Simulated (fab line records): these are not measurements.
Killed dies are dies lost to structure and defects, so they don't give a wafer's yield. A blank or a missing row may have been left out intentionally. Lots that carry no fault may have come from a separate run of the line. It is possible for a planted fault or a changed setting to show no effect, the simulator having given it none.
Lot-split experiment	flow n5 finfet	38 wafers read from 7 lots, route of 1938 steps

== SPLIT DETAILS ==
At N5_BEOL_M5_TRENCH_ETCH_37 (etches SiCOH lowk in C4F6/O2, target depth 71.652 nm, time 24.7 s), the setting target depth a was moved away from the recipe's 716.52 angstrom on 18 of the 38 wafers read, by -41.7% to +59.9%. All remaining wafers had this setting at the recipe value.

== FROM THE SPLIT TO THE READING: what the file shows between them, 8 steps ==
- N5_BEOL_M5_ETCH_41: etches SiCN in CH3F/O2, target depth 31.5 nm, time 56.7 s
- N5_BEOL_M5_STRIP_91: strips in N2/H2, time 10 s
- N5_BEOL_M5_OCD_MEAS_38
- N5_BEOL_M5_HM_STRIP_39: strips TiN in peroxide tin strip, target depth 25 nm, time 158 s
- N5_BEOL_M5_SRD_40: time 30 s
- N5_BEOL_M5_ECD_50: material Cu, target thk 300 nm
- N5_BEOL_M5_ANNEAL_51: time 90 s
- N5_BEOL_M5_CMP_52: polishes, stops on SiCOH lowk, t overpolish 6.9 s, target thk 62 nm

== THE READING ==
M5_THK, in nm, at N5_BEOL_M5_THK_MEAS_53 (measures by xrf). A value of 61.8 nm with a standard deviation of 1.9 nm is what fault-free wafers of this fab line usually give.

wafer	tool, chamber at the split	target depth a as run, angstrom	against the recipe	M5_THK, nm	against lot-mates on the recipe
L074.1	rie diel-03, 3	1146	+59.9%	108.9	+45.2
L074.2	rie diel-03, 1	716.52	recipe	65.6	-
L074.4	rie diel-03, 2	1146	+59.9%	105.3	+41.5
L074.5	rie diel-03, 2	716.52	recipe	61.9	-
L074.6	rie diel-03, 3	1146	+59.9%	108.9	+45.2
L084.1	rie diel-03, 0	716.52	recipe	58.7	-
L084.2	rie diel-03, 2	418	-41.7%	30.9	-30.2
L084.3	rie diel-03, 3	418	-41.7%	32.5	-28.6
L084.4	rie diel-03, 1	716.52	recipe	63.7	-
L084.5	rie diel-03, 1	418	-41.7%	32.8	-28.3
L084.6	rie diel-03, 2	716.52	recipe	60.8	-
L083.1	rie diel-03, 3	716.52	recipe	62.5	-
L083.2	rie diel-03, 0	716.52	recipe	59.6	-
L083.3	rie diel-03, 2	879.8	+22.8%	78.9	+18.0
L083.4	rie diel-03, 1	879.8	+22.8%	81.5	+20.6
L083.5	rie diel-03, 0	716.52	recipe	60.5	-
L083.6	rie diel-03, 1	879.8	+22.8%	82.7	+21.8
L085.1	rie diel-05, 1	716.52	recipe	61.6	-
L085.2	rie diel-05, 3	909.9	+27.0%	79.6	+19.0
L085.3	rie diel-05, 0	909.9	+27.0%	79.7	+19.1
L085.4	rie diel-05, 2	716.52	recipe	60.1	-
L085.5	rie diel-05, 2	716.52	recipe	60.1	-
L085.6	rie diel-05, 3	909.9	+27.0%	79.7	+19.1
L087.1	rie diel-05, 3	716.52	recipe	60.7	-
L087.2	rie diel-05, 1	716.52	recipe	61.2	-
L087.3	rie diel-05, 0	716.52	recipe	59.8	-
L087.4	rie diel-05, 2	529.8	-26.1%	41.9	-18.7
L087.5	rie diel-05, 2	529.8	-26.1%	41.5	-19.1
L087.6	rie diel-05, 3	529.8	-26.1%	42.2	-18.4
L090.2	rie diel-04, 2	716.52	recipe	64.0	-
L090.3	rie diel-04, 0	716.52	recipe	63.3	-
L090.5	rie diel-04, 3	716.52	recipe	61.0	-
L094.1	rie diel-03, 0	716.52	recipe	59.7	-
L094.2	rie diel-03, 1	1026	+43.2%	94.5	+33.4
L094.3	rie diel-03, 3	716.52	recipe	61.8	-
L094.4	rie diel-03, 2	1026	+43.2%	90.4	+29.3
L094.5	rie diel-03, 2	1026	+43.2%	92.4	+31.3
L094.6	rie diel-03, 3	716.52	recipe	61.8	-

FIT RESULTS
A straight line over all 38 wafers: M5_THK changes by +0.742 nm for each +1% of target depth a; r = +1.00; the points scatter about the line by 1.9 nm.
The same after taking each lot's own level away (the mean of its wafers on the recipe; 38 wafers): +0.726 nm for each +1%; r = +1.00; scatter 1.7 nm.
The reading moves by 44 nm for the largest change in target depth a, on that fit.
Measured against the standard deviation above, the lots' own levels, which go from 60.57 to 63.75 nm, span 1.7 times it.
The two slopes agree, so the slope changes little with the lot-to-lot level.
Check: +43.7 nm against its lot-mates is what the line predicts for one of the wafers moved furthest among these (+59.9%) when that wafer is left out of the fit. Against them it came out at +45.2 nm.

== ADDITIONAL SPLITS CARRIED BY THESE WAFERS ==
Note: prior to the reading, these wafers also went through further splits. Each is held against what the fit with the lots' levels taken away leaves over:
other split on the same wafers	wafers away from the commonest value	r with M5_THK (lot level and that fit taken away)
N5_FIN_CUT_CUT_ETCH_15 time s	15	+0.31
N5_MOL_CONTACT_COAG_ALD_133 ald cycles	11	+0.06
N5_BEOL_M2_ETCHBACK_99 time s	17	+0.24

== THE WHOLE CHAIN: every reading that the file lists as answering this split, in the file's order ==
step	what it does	reading	change (the file's fit)	r (the file's)
N5_BEOL_M5_TRENCH_ETCH_37	etches SiCOH lowk in C4F6/O2, target depth 71.652 nm, time 24.7 s	etch.depth nm (the simulator's own value, which no gauge read)	+0.732 nm for each +1% of the setting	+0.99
N5_BEOL_M5_TRENCH_ETCH_37	etches SiCOH lowk in C4F6/O2, target depth 71.652 nm, time 24.7 s	BEOL_M5.feature depth nm (the simulator's own value, which no gauge read)	+0.732 nm for each +1% of the setting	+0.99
N5_BEOL_M5_TRENCH_ETCH_37	etches SiCOH lowk in C4F6/O2, target depth 71.652 nm, time 24.7 s	TiN_of_BEOL_M5_HM_DEP_02.thk nm (the simulator's own value, which no gauge read)	-0.02 nm for each +1% of the setting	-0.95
N5_BEOL_M5_OCD_MEAS_38		trench depth nm	+0.728 nm for each +1% of the setting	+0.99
N5_BEOL_M5_CMP_52	polishes, stops on SiCOH lowk, t overpolish 6.9 s, target thk 62 nm	Cu_of_BEOL_M5_ECD_50.thk nm (the simulator's own value, which no gauge read)	+0.729 nm for each +1% of the setting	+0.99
N5_BEOL_M5_THK_MEAS_53	measures by xrf	M5_THK	+0.729 for each +1% of the setting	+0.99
N5_BEOL_M5_RS_MEAS_57	measures by four-point-probe	M5_RS	not straight: 0.889 at the lowest setting, 0.393 at the recipe, 0.206 at the highest	not given

== FILE'S OWN FIT ==
M5_THK changes by +0.729 nm for each +1% of target depth a, r = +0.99.
